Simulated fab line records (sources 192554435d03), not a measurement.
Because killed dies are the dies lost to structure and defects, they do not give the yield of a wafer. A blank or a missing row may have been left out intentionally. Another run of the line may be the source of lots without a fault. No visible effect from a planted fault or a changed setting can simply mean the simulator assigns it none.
Struck lot and sound lot, side by side ; flow n5-finfet ; 21 steps out of a route of 1938
Sound: these wafers, L412.1, L412.2, L412.3. Wafers struck: L417.4, L417.6. The cause comes at the end.
Each step with rows lists, per side, the tool, then ch with its chambers, then its first start. Under that, the readings that differ: sound wafers ; struck wafers ; difference of the means ; sigmas: that difference in standard deviations of wafers without a fault.
alike: words and numbers the same on both sides, and readings whose means are apart by under 2 such deviations; not compared: readings that were withheld, readings missing a value for some wafer, numbers with overlapping values and no deviation given by the record, and bounds like >300 which may hide the same value.
A row with sigmas, a row that says differs or no value, or rows on one side alone: a step with any of these is where the two part. When numbers do not overlap yet have no deviation, they are printed without sigmas and do not part them. A reading that every wafer of one side lacks parts them only if that side has two wafers or more.

first, 8 steps without rows for these wafers: N5_BEOL_M13_COAT_58 (time 60 s, resist thk 89 nm); N5_BEOL_M13_COAT_04 (resist thk 400 nm); N5_BEOL_M13_EBR_06; N5_BEOL_M13_SOFTBAKE_05 (time 60 s); N5_BEOL_M13_EXPOSE_07 (exposes mask V12); N5_BEOL_M13_PEB_08 (peb time 90 s); N5_BEOL_M13_DEVELOP_09 (develop time 45 s); N5_BEOL_M13_HARDBAKE_14 (time 120 s).
N5_BEOL_M13_CD_MEAS_10: the cd target is 190 nm.
  sound on cd-sem-02 ch 0, day 13 14:26; struck on cd-sem-03 ch 0, day 14 16:17
  alike: cd-nm
N5_BEOL_M13_OVL_MEAS_11:
  sound on overlay-01 ch 0, day 13 14:28; struck on overlay-01 ch 0, day 14 16:19
  alike: V12_OVL
N5_BEOL_M13_INSPECT_12: inspects for defects (macro).
  sound on defect-inspect-02, day 13 14:29; struck on defect-inspect-01, day 14 16:20
  alike: raw-defect-count
N5_BEOL_M13_DESCUM_15: chemistry O2, time 7.9 s.
  sound on rie-diel-06 ch 0,2,3, day 13 14:56; struck on rie-diel-06 ch 3, day 14 16:53
  alike: drypump-motor-current-A, oes-product-au, rf-vpp-V, showerhead-plenum-p-Torr, throttle-valve-pct
  not compared: rf-hours-counter-h
N5_BEOL_M13_ETCH_59: etches BARC in N2/H2, target depth 89 nm, overetch 26.7 nm, time 67.9 s.
  sound on rie-diel-06 ch 0,2,3, day 13 14:58; struck on rie-diel-06 ch 3, day 14 16:56
reading;sound;struck;difference;sigmas
model.coat_of_BEOL_M13_COAT_04.thk-nm (nm);316.4 312.4 318;287.8 288.6;-27.4;
  alike: drypump-motor-current-A, oes-product-au, rf-vpp-V, showerhead-plenum-p-Torr, throttle-valve-pct
  not compared: rf-hours-counter-h
N5_BEOL_M13_VIA_ETCH_16: etches SiOC in C4F8/O2/Ar, target depth 921.7 nm.
  sound on rie-diel-06 ch 0,2,3, day 13 15:01; struck on rie-diel-06 ch 3, day 14 16:59
reading;sound;struck;difference;sigmas
model.coat_of_BEOL_M13_COAT_04.thk-nm (nm);74.8 67.2 69.2;40.4 41.4;-29.5;
  alike: drypump-motor-current-A, oes-product-au, rf-vpp-V, showerhead-plenum-p-Torr, throttle-valve-pct
N5_BEOL_M13_STRIP_63: strips in N2/H2.
  sound on plasma-asher-01 ch 0,1, day 13 15:15; struck on plasma-asher-01 ch 0,1, day 14 17:14
reading;sound;struck;difference;sigmas
oes-product-au (a.u.);0.674 0.674 0.678;0.648 0.653;-0.025;-6
strip-time-to-endpoint-s (s);29.1 26.8 27.4;18.5 18.9;-9.1;-9
  alike: drypump-motor-current-A, heater-power-w
  not compared: rf-hours-counter-h
N5_BEOL_M13_STRIP_64: strips in N2/H2.
  sound on plasma-asher-01 ch 0,1, day 13 15:19; struck on plasma-asher-01 ch 0,1, day 14 17:18
  alike: drypump-motor-current-A, heater-power-w, oes-product-au, strip-time-to-endpoint-s
  not compared: rf-hours-counter-h
then, 2 steps without rows for these wafers: N5_BEOL_M13_STRIP_71 (strips in post etch residue remover, time 60 s); N5_BEOL_M13_SRD_72 (time 30 s, dry time 30 s).
N5_BEOL_M13_CD_MEAS_17: the cd target is 190 nm.
  sound on cd-sem-03, day 13 15:28; struck on cd-sem-02, day 14 17:26
reading;sound;struck;difference;sigmas
cd-nm (nm);189.7 192.3 190.6;199.6 196.0;+6.9;+5
then, 1 step without rows for these wafers: N5_BEOL_M13_COAT_65 (time 60 s, resist thk 350 nm).
N5_PASSIVATION_PROBE_49:
  sound on prober-01, day 15 09:03; struck on prober-01, day 16 06:40
  alike: defect-limited-yield, killed_at_M0_to_M3, killed_at_M4_up, killed-at-contacts, killed-at-front-end, killed-at-other, killed-dies, killed-on-rim, killed-open, killed-short, sort_bin_5_function, sort_bin_6_memory, sort-n-pass, sort-yield-pct

## WHERE THEY PART
First at N5_BEOL_M13_STRIP_63; last, within this record, at N5_BEOL_M13_CD_MEAS_17. Later steps at which nothing parts them and some readings are alike: N5_PASSIVATION_PROBE_49.

WHY: what had been put in by the simulator
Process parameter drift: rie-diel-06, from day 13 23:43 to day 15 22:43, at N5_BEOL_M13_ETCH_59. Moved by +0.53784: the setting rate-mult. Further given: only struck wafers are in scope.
